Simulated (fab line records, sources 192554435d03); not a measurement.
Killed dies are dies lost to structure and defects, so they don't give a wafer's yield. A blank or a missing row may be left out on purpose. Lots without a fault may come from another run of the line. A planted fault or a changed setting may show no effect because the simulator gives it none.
Problem report in the 8D (eight disciplines) form, filled by code | flow n5_finfet | the parts of the form that need people (team, actions taken, sign-off) are left out

1. THE PROBLEM
exposure_dose_mJ_cm2 at N5_BEOL_M6_EXPOSE_25 reads a mean of 44.38 on 3 wafers of 1 lot; wafers without a fault read 44.98 with a standard deviation of 0.048. That is -12 standard deviations from the usual mean.
The step: exposes mask V5, target cd 40 nm.
First seen on wafer L792.2, day 11 19:26, on euv_scanner-02. The record holds 36 wafers of 12 lots with a number at this step. Rule for "out", or "out of limits": more than 4 standard deviations from the usual mean. The other wafers with a number count as sound.

2. WHAT IT IS AND WHAT IT IS NOT
question                    | is                     | is not
which readings at this step | exposure_dose_mJ_cm2   | reticle_temp_C
which lots                  | L792                   | L780, L781, L783, L791, L793, L794, L796, L799, L800, L801, L802
which wafers of those lots  | all that have a number | -
read on which tools         | euv_scanner-02         | euv_scanner-01
when                        | from day 11 19:26      | up to then (12 sound wafers); but 21 sound wafers of L793, L794, L796, L799, L800, L801, L802 came after

3. SUSPECTS, AND WHAT RULES EACH OUT
Counting: a tool at a process step up to the reading stays a suspect if it ran every lot that is out and no sound lot after the first of them.
- pvd_sputter-02 at N5_BEOL_M6_HM_DEP_02 (deposits TiN, target thk 20 nm): ruled out as a lasting fault. Sound lots L794, L801, L802 ran on it after its first lot that is out, L792 (day 11 16:58).
- euv_scanner-02 at N5_BEOL_M6_EXPOSE_25 (exposes mask V5, target cd 40 nm): ruled out as a lasting fault. Sound lots L801, L802 ran on it after its first lot that is out, L792 (day 11 19:26).
Left after counting: nothing in the record.

4. THE CAUSE (what the simulator had put in)
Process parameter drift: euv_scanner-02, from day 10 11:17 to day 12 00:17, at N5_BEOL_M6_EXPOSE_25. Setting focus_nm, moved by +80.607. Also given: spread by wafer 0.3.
Counting ruled it out, wrongly.

5. THE CHAIN OF EFFECTS, in route order
Each row: a reading whose mean over the struck wafers that have a number lies more than 3 standard deviations from the usual. Only readings for which the record gives a usual standard deviation are gone through. hours: the time from each lot's start at the first step in this table that gives one to its start at this step, as a median over the lots. sigmas: the change in usual standard deviations.
hours | step                 | reading              | usual | on struck wafers | change | sigmas
0     | N5_BEOL_M6_EXPOSE_25 | exposure_dose_mJ_cm2 | 44.98 | 44.38            | -0.60  | -12
The process steps in it:
- N5_BEOL_M6_EXPOSE_25: exposes mask V5, target cd 40 nm.

6. WHAT WOULD HAVE CAUGHT IT SOONER
In this record the first reading out of limits was taken at day 11 19:26, 32 hours after the fault began at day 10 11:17.
